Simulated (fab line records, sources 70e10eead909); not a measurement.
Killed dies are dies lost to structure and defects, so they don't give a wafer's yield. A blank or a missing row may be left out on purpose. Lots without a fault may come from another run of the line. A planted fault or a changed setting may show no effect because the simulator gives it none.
fab line records | flow nand_harc | part 2 of 2: steps 5 to 6 of 6
record lots=24 wafers=72 last_day=34
route steps=1302 shown A_STAIRCASE@881 A_SLIT@922 A_WL_FILL@957
lots that met no fault: from a run of the same line without faults
start_h: hours from the record's first day to the start of the lot's first wafer shown | wait_h: hours since the lot's step before | " the same as in the row above | L1.1+2: a row that stands for several wafers | - no value, or no start given | * or withheld: withheld | < > ~ a bound
route shown NAME@n: a module of which the file shows steps, and the number in the route of the first | usual: mean/standard deviation of fault-free wafers | same: alike in all rows | chamber/n: place in a boat | sites: the reading at each site | _std_site: their standard deviation | _edge_site: outer sites' mean less inner sites' | radius_mm: how far each site lies from the wafer's centre | mask NAME#n: copy n | behind: the tool/chamber that last shaped the wafer | hold: why the lot was held/for how many hours/how that ended | device: the transistor (n, p or np) that didn't switch | end of line: the same wafers' tests at the end of the route | a step without rows: its recipe alone | killed: dies lost to structure and defects at the first sort, not the wafer's yield | map: a wafer's dies, x killed, . not, _ none there
set.NAME: the setting as run; set.NAME@STEP: as run at that earlier step | model.NAME: the simulator's own value behind a step, which no gauge read
steps of the route over a sample of lots; a table a step, a row a wafer
services: from which hour (start_h, from the record's first day; less than 0 if before it) a tool's chamber was out of use, for how many hours, and why
## steps
# step NHARC_A_SLIT_STRIP_18
# recipe o2_flow_sccm=500 ar_flow_sccm=0 bias_w=0 chemistry=O2
# usual drypump_motor_current_A=5.69/0.3 oes_product_au=1.000/0.013 rf_vpp_V=57.7/0.95 showerhead_plenum_p_Torr=3.48/0.13 throttle_valve_pct=17.036/0.009
# columns lot.wafer tool chamber start_h wait_h drypump_motor_current_A oes_product_au rf_hours_counter_h rf_vpp_V showerhead_plenum_p_Torr throttle_valve_pct
L075.3 rie_diel-01 3 - - 6.20 1.015 6 57.1 3.35 17.034
L075.6 " 0 " " 5.75 1.007 - 57.9 3.42 17.032
L075.5 " 3 " " 6.19 1.010 - 57.0 3.35 17.046
L074.1 rie_diel-01 2 - - 5.45 0.981 6 57.7 3.67 17.053
L074.4 " 0 " " 5.70 0.998 - 55.9 3.42 17.048
L074.6 " 3 " " 6.18 0.997 - 59.4 3.35 17.022
L076.3 rie_diel-08 3 - - 5.28 1.005 5 57.8 3.31 17.025
L076.5 " 0 " " 5.48 1.027 - 58.0 3.47 17.019
L076.6 " 1 " " 5.91 0.990 - 57.4 3.64 17.035
L077.2 rie_diel-08 0 - - 5.48 1.016 5 58.5 3.47 17.030
L077.3 " 1 " " 5.92 0.990 4 56.9 3.64 17.043
L077.5 " 2 " " 6.03 1.010 - 56.4 3.35 17.039
L078.4 rie_diel-01 1 - - 5.45 0.967 1 57.9 3.54 17.034
L078.5 " 1 " " 5.43 0.982 - 59.0 3.54 17.041
L078.6 " 2 " " 5.46 0.980 - 58.3 3.67 17.033
L080.1 rie_diel-01 3 - - 6.18 1.003 9 56.6 3.34 17.043
L080.3 " 2 " " 5.45 0.982 8 58.3 3.67 17.037
L080.5 " 3 " " 6.20 1.010 - 58.6 3.34 17.040
L079.1 rie_diel-05 3 - - 5.64 1.002 9 57.5 3.55 17.043
L079.4 " 0 " " 5.93 1.010 8 58.3 3.56 17.025
L079.2 " 1 " " 5.30 0.971 8 59.1 3.63 17.023
L081.2 rie_diel-05 0 - - 5.90 1.010 10 58.5 3.56 17.048
L081.3 " 2 " " 5.70 1.008 9 57.5 3.53 17.037
L081.1 " 3 " " 5.64 0.998 10 57.3 3.55 17.039
L082.1 rie_diel-01 3 - - 6.19 1.012 9 56.4 3.34 17.038
L082.3 " 1 " " 5.38 0.980 3 58.3 3.54 17.032
L082.5 " 0 " " 5.74 1.001 - 57.7 3.42 17.039
L083.2 rie_diel-08 2 - - 6.02 1.008 1 55.5 3.35 17.051
L083.5 " 2 " " 6.02 1.006 - 58.5 3.35 17.049
L083.6 " 3 " " 5.28 0.974 - 57.1 3.31 17.044
L086.2 rie_diel-05 1 - - 5.23 0.983 12 58.1 3.63 17.028
L086.5 " 1 " " 5.24 0.984 - 57.3 3.63 17.032
L086.6 " 2 " " 5.74 1.005 - 59.7 3.53 17.055
L084.3 rie_diel-08 3 - - 5.29 0.974 1 58.8 3.31 17.033
L084.4 " 0 " " 5.48 1.002 1 58.9 3.47 17.042
L084.5 " 3 " " 5.30 0.979 - 58.0 3.31 17.044
L085.3 rie_diel-05 2 - - 5.73 1.009 12 56.2 3.53 17.031
L085.4 " 3 " " 5.64 0.998 14 57.6 3.55 17.030
L085.5 " 1 " " 5.32 0.968 - 57.8 3.63 17.034
L087.2 rie_diel-01 2 - - 5.44 0.990 0 59.5 3.67 17.026
L087.4 " 3 " " 6.23 1.008 1 58.5 3.34 17.028
L087.1 " 0 " " 5.75 1.015 1 59.4 3.42 17.030
L089.2 rie_diel-08 3 - - 5.29 0.984 3 57.5 3.31 17.022
L089.3 " 1 " " 5.93 1.002 3 57.8 3.64 17.042
L089.6 " 3 " " 5.30 0.983 - 57.5 3.31 17.041
L088.3 rie_diel-08 2 - - 6.02 1.012 4 57.2 3.35 17.026
L088.4 " 3 " " 5.29 0.987 4 57.1 3.31 17.024
L088.6 " 2 " " 6.02 1.021 - 55.9 3.35 17.036
L090.2 rie_diel-08 3 - - 5.30 0.990 4 56.6 3.31 17.019
L090.1 " 0 " " 5.49 1.004 4 58.0 3.47 17.021
L090.3 " 1 " " 5.91 1.006 4 57.4 3.64 17.032
L092.2 rie_diel-08 0 - - 5.49 1.004 5 57.2 3.47 17.024
L092.1 " 1 " " 5.92 1.010 5 58.4 3.64 17.032
L092.5 " 0 " " 5.49 1.006 - 57.0 3.47 17.041
L091.2 rie_diel-01 3 - - 6.22 1.001 4 57.7 3.34 17.031
L091.1 " 0 " " 5.76 0.998 4 59.1 3.42 17.042
L091.3 " 2 " " 5.46 0.995 3 58.0 3.66 17.030
L093.1 rie_diel-08 3 - - 5.27 1.003 6 57.1 3.31 17.050
L093.2 " 0 " " 5.49 1.004 6 58.4 3.46 17.045
L093.5 " 1 " " 5.93 0.999 - 59.7 3.64 17.027
L095.2 rie_diel-05 2 - - 5.72 0.998 3 57.1 3.53 17.030
L095.3 " 3 " " 5.64 0.992 3 58.9 3.54 17.035
L095.1 " 0 " " 5.91 0.992 4 57.8 3.56 17.023
L094.3 rie_diel-08 1 - - 5.95 1.003 8 58.2 3.64 17.041
L094.1 " 3 " " 5.28 1.002 8 57.7 3.31 17.037
L094.5 " 1 " " 5.93 0.997 - 58.4 3.64 17.043
L096.4 rie_diel-01 3 - - 6.22 1.004 7 56.1 3.34 17.042
L096.1 " 1 " " 5.40 0.986 4 56.0 3.53 17.035
L096.3 " 2 " " 5.45 1.008 5 58.6 3.66 17.041
L097.2 rie_diel-08 0 - - 5.49 1.005 10 57.6 3.46 17.035
L097.6 " 2 " " 6.00 1.021 - 57.9 3.35 17.029
L097.5 " 3 " " 5.31 1.006 - 56.5 3.31 17.047
# step NHARC_A_WL_FILL_ETCHBACK_04
# recipe target_depth_a=600 time_s=120 chemistry=NF3
# usual drypump_motor_current_A=5.9/0.41 oes_product_au=1.000/0.012
# columns lot.wafer tool chamber start_h wait_h drypump_motor_current_A oes_product_au rf_hours_counter_h
L075.3 rie_metal-02 0 467.86 0.2 6.3 0.999 -
L075.5 " 0 " " 6.3 0.994 -
L075.6 " 1 " " 5.6 0.992 -
L074.1 rie_metal-03 0 472.35 0.4 6.4 0.984 1.8
L074.4 " 0 " " 6.4 0.978 -
L074.6 " 0 " " 6.4 0.990 -
L076.3 rie_metal-03 1 488.26 0.3 5.9 1.012 -
L076.5 " 0 " " 6.4 0.988 -
L076.6 " 1 " " 6.0 1.018 -
L077.2 rie_metal-03 1 502.56 0.3 5.9 1.025 2.2
L077.3 " 0 " " 6.4 0.982 -
L077.5 " 1 " " 5.9 1.021 -
L078.4 rie_metal-01 0 507.90 0.3 5.4 1.016 -
L078.6 " 1 " " 5.4 0.991 -
L078.5 " 0 " " 5.4 1.019 -
L080.1 rie_metal-01 1 526.39 0.3 5.4 0.988 2.2
L080.3 " 1 " " 5.4 0.991 -
L080.5 " 1 " " 5.4 0.977 -
L079.1 rie_metal-03 0 529.74 0.3 6.4 0.982 0.0
L079.2 " 1 " " 6.0 0.994 0.0
L079.4 " 0 " " 6.4 0.996 -
L081.2 rie_metal-03 1 539.10 0.3 5.9 1.002 0.2
L081.1 " 0 " " 6.4 0.988 0.2
L081.3 " 1 " " 5.9 1.009 -
L082.1 rie_metal-03 0 554.84 0.3 6.4 0.993 0.5
L082.3 " 0 " " 6.4 0.994 -
L082.5 " 0 " " 6.4 1.005 -
L083.2 rie_metal-02 0 569.97 0.3 6.3 0.976 1.8
L083.6 " 1 " " 5.6 0.986 -
L083.5 " 0 " " 6.3 0.984 -
L086.2 rie_metal-01 1 570.01 0.3 5.4 0.986 2.7
L086.5 " 1 " " 5.4 1.000 -
L086.6 " 0 " " 5.4 1.021 -
L084.4 rie_metal-03 0 577.05 0.2 6.4 0.995 -
L084.3 " 1 " " 5.9 1.008 -
L084.5 " 0 " " 6.4 0.999 -
L085.3 rie_metal-01 1 586.12 0.3 5.3 1.000 -
L085.4 " 0 " " 5.4 1.008 -
L085.5 " 1 " " 5.4 0.991 -
L087.1 rie_metal-03 1 599.78 0.3 5.9 0.994 1.7
L087.2 " 0 " " 6.4 0.992 1.7
L087.4 " 1 " " 5.9 0.996 -
L089.2 rie_metal-02 0 612.24 0.3 6.3 0.997 2.6
L089.3 " 1 " " 5.6 1.003 -
L089.6 " 0 " " 6.3 0.989 -
L088.3 rie_metal-01 0 616.16 0.2 5.4 0.999 -
L088.4 " 1 " " 5.4 1.002 -
L088.6 " 0 " " 5.4 1.004 -
L090.2 rie_metal-03 0 622.26 0.3 6.4 0.995 2.1
L090.1 " 1 " " 5.9 0.997 2.1
L090.3 " 1 " " 6.0 0.996 -
L091.1 rie_metal-03 1 638.58 0.3 5.9 1.015 2.4
L091.2 " 0 " " 6.4 0.998 2.4
L091.3 " 0 " " 6.4 0.996 -
L092.2 rie_metal-01 0 638.88 0.3 5.4 1.000 0.7
L092.1 " 1 " " 5.3 0.996 0.7
L092.5 " 0 " " 5.4 1.003 -
L093.2 rie_metal-03 0 651.38 0.3 6.4 0.989 2.6
L093.1 " 1 " " 5.9 1.017 2.6
L093.5 " 1 " " 5.9 1.003 -
L095.2 rie_metal-03 0 666.91 0.3 6.4 1.006 3.1
L095.1 " 1 " " 5.9 1.004 3.1
L095.3 " 1 " " 5.9 0.998 -
L094.1 rie_metal-01 0 668.87 0.4 5.4 1.013 1.2
L094.3 " 0 " " 5.4 1.002 -
L094.5 " 0 " " 5.4 1.003 -
L096.1 rie_metal-03 0 680.23 0.3 6.4 1.000 3.4
L096.4 " 0 " " 6.4 0.993 -
L096.3 " 1 " " 6.0 1.000 -
L097.2 rie_metal-01 0 703.89 0.3 5.4 1.005 1.9
L097.6 " 0 " " 5.4 1.016 -
L097.5 " 1 " " 5.4 1.012 -
## services
# columns tool chamber start_h hours kind
rie_diel-05 2 428.86 11.6 repair
rie_diel-11 - 434.79 9.0 pm
pecvd-04 - 450.00 13.0 pm
rie_diel-03 - 458.59 9.0 pm
pecvd-03 0 465.60 1.8 repair
pecvd-04 0 482.87 4.0 repair
rie_diel-01 2 504.50 6.8 repair
rie_metal-03 - 519.00 9.0 pm
pecvd-03 - 523.60 0.3 repair
rie_diel-01 - 528.95 0.2 repair
pecvd-03 - 530.37 1.0 repair
rie_diel-08 - 544.80 9.0 pm
pecvd-03 - 547.35 13.0 pm
rie_diel-01 - 557.80 9.0 pm
rie_diel-05 0 558.58 8.2 repair
rie_diel-01 3 568.70 3.7 repair
rie_diel-05 - 583.60 9.0 pm
rie_diel-11 - 611.84 9.0 pm
rie_diel-11 3 634.12 19.6 repair
rie_diel-01 1 637.23 3.5 repair
rie_diel-05 3 641.01 3.1 repair
rie_diel-01 0 644.35 6.3 repair
pecvd-03 2 664.35 6.6 repair
rie_metal-03 - 696.00 9.0 pm
